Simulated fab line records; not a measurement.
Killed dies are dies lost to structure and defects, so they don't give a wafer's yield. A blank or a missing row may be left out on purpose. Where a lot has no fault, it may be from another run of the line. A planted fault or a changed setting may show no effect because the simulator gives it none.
Matching of chambers / flow nand_harc / NHARC_A_WL_FILL_STRIP_29 on rie_diel-09: 4 sister chambers
The step strips in O2, time 20 s. 8 wafers are shown with their chamber, then 8 later ones without.

== WAFERS, EACH WITH ITS CHAMBER ==
wafer=L076.3; chamber=1; drypump_motor_current_A (A)=6.0; oes_product_au (a.u.)=1.001
wafer=L076.6; chamber=3; drypump_motor_current_A (A)=5.1; oes_product_au (a.u.)=0.999
wafer=L080.4; chamber=0; drypump_motor_current_A (A)=4.9; oes_product_au (a.u.)=0.995
wafer=L080.6; chamber=1; drypump_motor_current_A (A)=6.1; oes_product_au (a.u.)=1.004
wafer=L079.3; chamber=2; drypump_motor_current_A (A)=5.0; oes_product_au (a.u.)=0.996
wafer=L079.5; chamber=3; drypump_motor_current_A (A)=5.2; oes_product_au (a.u.)=1.019
wafer=L079.6; chamber=0; drypump_motor_current_A (A)=4.9; oes_product_au (a.u.)=0.990
wafer=L083.2; chamber=2; drypump_motor_current_A (A)=5.0; oes_product_au (a.u.)=0.981

== WAFERS WITHOUT THEIR CHAMBER ==
wafer=L083.5; drypump_motor_current_A (A)=6.1; oes_product_au (a.u.)=1.004
wafer=L083.6; drypump_motor_current_A (A)=4.9; oes_product_au (a.u.)=0.982
wafer=L082.1; drypump_motor_current_A (A)=5.0; oes_product_au (a.u.)=0.999
wafer=L082.3; drypump_motor_current_A (A)=5.0; oes_product_au (a.u.)=0.991
wafer=L082.5; drypump_motor_current_A (A)=5.1; oes_product_au (a.u.)=1.007
wafer=L090.2; drypump_motor_current_A (A)=4.9; oes_product_au (a.u.)=1.003
wafer=L090.4; drypump_motor_current_A (A)=5.2; oes_product_au (a.u.)=1.000
wafer=L090.6; drypump_motor_current_A (A)=5.0; oes_product_au (a.u.)=1.016

== EACH ONE'S CHAMBER ==
wafer=L083.5; from the rows above=1; in truth=1
wafer=L083.6; from the rows above=can't be placed: 0 or 2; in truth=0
wafer=L082.1; from the rows above=can't be placed: 2 or 0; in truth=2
wafer=L082.3; from the rows above=can't be placed: 2 or 0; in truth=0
wafer=L082.5; from the rows above=can't be placed: 3 or 2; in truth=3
wafer=L090.2; from the rows above=can't be placed: 0 or 2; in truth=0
wafer=L090.4; from the rows above=3; in truth=3
wafer=L090.6; from the rows above=can't be placed: 2 or 3 or 0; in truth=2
Correct placement for 2 of the 8. From these rows, 6 cannot be placed; in 6 the true chamber is one of the candidates. Wrongly placed: 0.
How it was worked out, from the rows above alone: a wafer's distance from a chamber is the root of the sum, over the readings, of the square of ((its reading less the chamber's mean) divided by the reading's scatter). If the next closest chamber is less than 2 further off than the closest, the wafer can't be placed; otherwise it belongs to the closest. For every chamber, the mean is computed from those of its wafers that are shown. The scatter: the root of (the sum of the squares of (reading less its chamber's mean) over the shown wafers, divided by (wafers less chambers)).
